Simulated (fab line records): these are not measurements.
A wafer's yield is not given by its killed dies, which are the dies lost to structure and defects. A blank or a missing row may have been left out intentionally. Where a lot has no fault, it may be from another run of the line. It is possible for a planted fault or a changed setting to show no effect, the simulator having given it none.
A single fault, viewed from 2 desks -- flow n5-finfet -- every desk sees just its own numbers, and what lay behind them comes last

THE METROLOGY DESK
What the gauges read, lot by lot, whatever tool the lot ran on: means of the sampled wafers that have a number. A lot is out of limits, marked OUT, if its mean lies more than 4 standard deviations from the usual mean; the brackets give that distance. Only the readings that lie furthest out on some lot appear, 7 of the 11 it has.
Columns: A = M3_THK at N5_BEOL_M3_THK_MEAS_53, usual 40.1 nm; B = DIBL_P at N5_BEOL_M4_RC_MEAS_101, usual 37.1 mV/V; C = IOFF_P at N5_BEOL_M4_RC_MEAS_101, usual 0.22 nA/um; D = ION_N at N5_BEOL_M4_RC_MEAS_101, usual 674 uA/um; E = ION_P at N5_BEOL_M4_RC_MEAS_101, usual 463 uA/um; F = SS_N at N5_BEOL_M4_RC_MEAS_101, usual 71.7 mV/dec; G = VT_P at N5_BEOL_M4_RC_MEAS_101, usual -250 mV
lot,first seen here,A,B,C,D,E,F,G
L519,day 7 23:01,40.6,37.0,0.23,689,466,72.5,-248
L520,day 8 02:55,42.8,37.0,0.25,660,465,71.4,-245
L522,day 8 04:01,43.8,37.9,0.26,677,469,71.7,-247
L523,day 8 22:06,40.1,37.0,0.20,664,461,71.2,-251
L528,day 9 22:40,38.7,39.1,0.24,682,466,71.0,-250
L527,day 10 06:32,41.0,37.8,0.21,675,462,71.5,-250
L532,day 10 15:37,37.2,37.8,0.23,683,474,71.8,-250
L535,day 11 22:53,38.2,38.1,0.23,678,465,71.6,-250
L538,day 12 07:04,38.5,35.8,0.25,681,468,71.4,-246
L540,day 12 22:14,40.8,39.8,0.25,679,462,72.5,-249
L541,day 13 07:00,40.9,34.6,0.24,674,467,71.6,-247
L542,day 13 11:27,39.6,37.3,0.23,672,468,70.9,-247
Finding of this desk: none of the 12 lots has anything out of limits.

TOOL OWNER'S DESK, litho-track-01
The tool's own readings at N5_BEOL_M4_COAT_61 (time 60 s, resist thk 60 nm): means of the sampled wafers that have a number, for each lot that ran on this tool. A lot is out of limits, marked OUT, if its mean lies more than 4 standard deviations from the usual mean; the brackets give that distance.
Columns: A = run-length-s at N5_BEOL_M4_COAT_61, usual 66.22 s
lot,first seen here,A
L519,day 8 00:22,66.26
L520,day 8 03:34,66.34
L523,day 8 23:26,66.25
L528,day 10 00:07,71.37 (+34) OUT
L527,day 10 08:10,76.44 (+68) OUT
L532,day 10 17:05,71.47 (+35) OUT
This desk's verdict: out of limits on L527, L528, L532, starting with L528 at day 10 00:07 (run-length-s at N5_BEOL_M4_COAT_61). In limits: L519, L520, L523.

ALL TOGETHER
On L527, L528, L532, at day 10 00:07, an alarm was possible from the tool owner's desk.
Nothing out of limits was seen by the metrology desk.
The metrology desk holds a record of L527, L528, L532, inside its limits.
Of the lots named, all ran N5_BEOL_M4_COAT_61 on litho-track-01.

WHAT THE SIMULATOR HAD INSERTED
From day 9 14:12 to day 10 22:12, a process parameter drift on litho-track-01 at N5_BEOL_M4_COAT_61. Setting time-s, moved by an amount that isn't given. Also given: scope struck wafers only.
Struck lots among those shown: L527, L528, L532.
Each desk's first reading out of limits, in hours after the fault started: the tool owner's desk, 10.
